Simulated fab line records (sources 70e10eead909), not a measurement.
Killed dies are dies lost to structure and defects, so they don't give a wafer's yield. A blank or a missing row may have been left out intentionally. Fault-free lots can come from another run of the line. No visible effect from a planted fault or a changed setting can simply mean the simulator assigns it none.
Matching of chambers :: flow nand_harc :: 3 sister chambers for NHARC_A_STAIRCASE_DEP_151 on pecvd-03
The step deposits SiO2, target thk 7200 nm. 3 wafers are shown with their chamber, then 8 later ones without.

## WAFERS WITH THEIR CHAMBER
wafer: L087.3
chamber: 1
heater_power_w (W): 764

wafer: L087.4
chamber: 0
heater_power_w (W): 482

wafer: L090.4
chamber: 2
heater_power_w (W): 569

## WAFERS WITH NO CHAMBER GIVEN
wafer: L090.5
heater_power_w (W): 682

wafer: L090.6
heater_power_w (W): 453

wafer: L092.2
heater_power_w (W): 634

wafer: L092.4
heater_power_w (W): 451

wafer: L092.6
heater_power_w (W): 566

wafer: L094.2
heater_power_w (W): 811

wafer: L094.5
heater_power_w (W): 463

wafer: L094.6
heater_power_w (W): 669

## EACH ONE'S CHAMBER
wafer: L090.5
from the rows above: can't be placed: 1 or 2
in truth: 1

wafer: L090.6
from the rows above: can't be placed: 0 or 2
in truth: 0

wafer: L092.2
from the rows above: can't be placed: 2 or 1 or 0
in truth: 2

wafer: L092.4
from the rows above: can't be placed: 0 or 2
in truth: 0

wafer: L092.6
from the rows above: can't be placed: 2 or 0
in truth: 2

wafer: L094.2
from the rows above: 1
in truth: 1

wafer: L094.5
from the rows above: can't be placed: 0 or 2
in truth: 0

wafer: L094.6
from the rows above: can't be placed: 1 or 2 or 0
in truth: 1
Correct placement for 1 of the 8. Can't be placed from these rows: 7 (the true chamber is among the candidates in 7). Wrongly placed: 0.
How it was worked out, from the rows above alone: a wafer's distance from a chamber is the root of the sum, over the readings, of the square of ((its reading less the chamber's mean) divided by the reading's scatter). If the next closest chamber is less than 2 further off than the closest, the wafer can't be placed; otherwise it belongs to the closest. A chamber's mean is the mean of its shown wafers. The scatter: root of mean squared gap, hidden wafer to nearest shown wafer, with one shown wafer a chamber.
